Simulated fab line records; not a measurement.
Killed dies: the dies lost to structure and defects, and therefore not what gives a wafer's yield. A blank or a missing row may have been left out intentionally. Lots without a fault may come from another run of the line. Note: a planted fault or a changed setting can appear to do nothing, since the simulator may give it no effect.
Which of the tools did it? / flow n5-finfet / 24 lots with 72 wafers sampled at 2 steps, on a route of 1938 steps

WHAT EACH GAUGE READ, for each wafer
N5_BEOL_M9_OVL_MEAS_12.
lot=L074; measured=day 10 01:10; on=overlay-01; M9_OVL (nm)=0.5 0.0 -0.1
lot=L075; measured=day 10 07:17; on=overlay-01; M9_OVL (nm)=-0.4 -0.4 -1.2
lot=L077; measured=day 10 10:13; on=overlay-01; M9_OVL (nm)=-0.2 -0.1 -1.9
lot=L076; measured=day 10 13:46; on=overlay-01; M9_OVL (nm)=-0.7 -1.6 -1.3
lot=L079; measured=day 11 18:44; on=overlay-02; M9_OVL (nm)=0.0 0.1 -0.6
lot=L078; measured=day 11 18:54; on=overlay-01; M9_OVL (nm)=-0.9 -1.6 -0.5
lot=L082; measured=day 12 02:48; on=overlay-02; M9_OVL (nm)=0.3 -1.0 -0.3
lot=L080; measured=day 12 05:25; on=overlay-01; M9_OVL (nm)=-0.4 -0.6 -0.3
lot=L081; measured=day 12 05:40; on=overlay-02; M9_OVL (nm)=-1.1 -0.1 -0.4
lot=L085; measured=day 12 13:39; on=overlay-01; M9_OVL (nm)=-1.4 -1.5 -0.9
lot=L083; measured=day 12 17:50; on=overlay-01; M9_OVL (nm)=-0.8 -1.0 0.4
lot=L087; measured=day 12 21:47; on=overlay-01; M9_OVL (nm)=-0.7 -0.9 -0.9
lot=L084; measured=day 13 00:03; on=overlay-01; M9_OVL (nm)=0.1 1.2 0.8
lot=L086; measured=day 13 00:13; on=overlay-02; M9_OVL (nm)=-1.7 -1.9 0.2
lot=L088; measured=day 13 11:50; on=overlay-02; M9_OVL (nm)=-0.4 0.4 -1.4
lot=L089; measured=day 13 15:28; on=overlay-01; M9_OVL (nm)=-0.5 0.3 -0.6
lot=L090; measured=day 14 07:07; on=overlay-02; M9_OVL (nm)=-0.6 -0.3 0.0
lot=L092; measured=day 14 17:15; on=overlay-02; M9_OVL (nm)=-0.1 -1.5 0.4
lot=L091; measured=day 14 17:28; on=overlay-02; M9_OVL (nm)=0.0 1.3 -0.5
lot=L093; measured=day 15 03:40; on=overlay-02; M9_OVL (nm)=-0.9 -0.8 -0.7
lot=L094; measured=day 15 09:23; on=overlay-02; M9_OVL (nm)=1.1 0.4 1.1
lot=L097; measured=day 15 19:05; on=overlay-01; M9_OVL (nm)=-0.4 -0.1 0.3
lot=L096; measured=day 15 23:31; on=overlay-02; M9_OVL (nm)=-2.6 -1.2 -1.4
lot=L095; measured=day 16 00:23; on=overlay-01; M9_OVL (nm)=0.6 -0.4 0.1

N5_BEOL_M10_CD_MEAS_11 targets a cd of 64.1 nm.
lot=L074; measured=day 10 07:19; on=cd-sem-01; cd-nm (nm)=64.8 65.2 64.4
lot=L075; measured=day 10 14:03; on=cd-sem-01; cd-nm (nm)=63.3 64.3 63.8
lot=L077; measured=day 10 17:23; on=cd-sem-03; cd-nm (nm)=63.8 63.7 63.5
lot=L076; measured=day 10 21:23; on=cd-sem-01; cd-nm (nm)=65.1 64.3 64.5
lot=L079; measured=day 12 02:50; on=cd-sem-01; cd-nm (nm)=64.1 64.7 64.6
lot=L078; measured=day 12 03:08; on=cd-sem-01; cd-nm (nm)=63.2 63.9 64.4
lot=L082; measured=day 12 10:08; on=cd-sem-02; cd-nm (nm)=64.7 64.9 65.3
lot=L080; measured=day 12 11:59; on=cd-sem-03; cd-nm (nm)=62.9 63.0 63.3
lot=L081; measured=day 12 13:02; on=cd-sem-01; cd-nm (nm)=64.3 64.1 62.9
lot=L085; measured=day 12 21:14; on=cd-sem-02; cd-nm (nm)=64.4 64.6 65.0
lot=L083; measured=day 13 02:11; on=cd-sem-03; cd-nm (nm)=63.7 63.3 64.1
lot=L087; measured=day 13 06:08; on=cd-sem-03; cd-nm (nm)=64.0 65.3 65.1
lot=L084; measured=day 13 12:02; on=cd-sem-02; cd-nm (nm)=64.2 64.5 64.3
lot=L086; measured=day 13 11:52; on=cd-sem-02; cd-nm (nm)=64.5 65.0 65.1
lot=L088; measured=day 13 20:27; on=cd-sem-01; cd-nm (nm)=64.8 65.0 64.5
lot=L089; measured=day 13 22:55; on=cd-sem-01; cd-nm (nm)=64.7 64.1 63.9
lot=L090; measured=day 14 17:07; on=cd-sem-01; cd-nm (nm)=64.9 64.8 64.1
lot=L092; measured=day 15 00:11; on=cd-sem-02; cd-nm (nm)=64.4 63.9 63.5
lot=L091; measured=day 15 00:14; on=cd-sem-02; cd-nm (nm)=64.9 64.8 64.2
lot=L093; measured=day 15 09:40; on=cd-sem-02; cd-nm (nm)=64.6 64.4 64.2
lot=L094; measured=day 15 18:50; on=cd-sem-01; cd-nm (nm)=64.9 64.1 64.6
lot=L097; measured=day 16 05:07; on=cd-sem-02; cd-nm (nm)=64.7 64.5 63.9
lot=L096; measured=day 16 10:18; on=cd-sem-02; cd-nm (nm)=62.9 62.9 63.4
lot=L095; measured=day 16 10:28; on=cd-sem-01; cd-nm (nm)=62.8 63.2 63.1

TOOL THAT RAN EACH LOT (tool first, then ch and the chambers of the sampled wafers, then the start)
No process step before these readings appears in the record.

WHAT THE TOOLS THEMSELVES READ (means of the sampled wafers that have a number; where no wafer has one, the mark that the record gives instead)
The record holds no such reading with a usual standard deviation.

THE ANSWER, worked out from the rows above alone
Rule: what is usual is taken from the lots themselves. Put in order of their means at a reading, lots are off if they are a third of the lots or fewer, leave a main group of 4 or more, and stand apart from it by a gap of 3 or more times the standard deviation of the main group's means; of several such gaps the widest counts. A main group whose means are all the same, to the digits that the tables above print for the reading, isn't used. Also off: a lot with no number at a reading for which 4 or more lots have one. Where the step has rows for the other lots, those lots are counted as sound. First the gauges in route order, then the tools' own readings, where a lot's mean is used as printed above. The first step at which some lot is off is used, and at that step the reading that is off furthest; a lot without a number counts as furthest.
Across all readings shown, no lot is off: no conclusion can be drawn from this.

WHAT THE SIMULATOR HAD INSERTED
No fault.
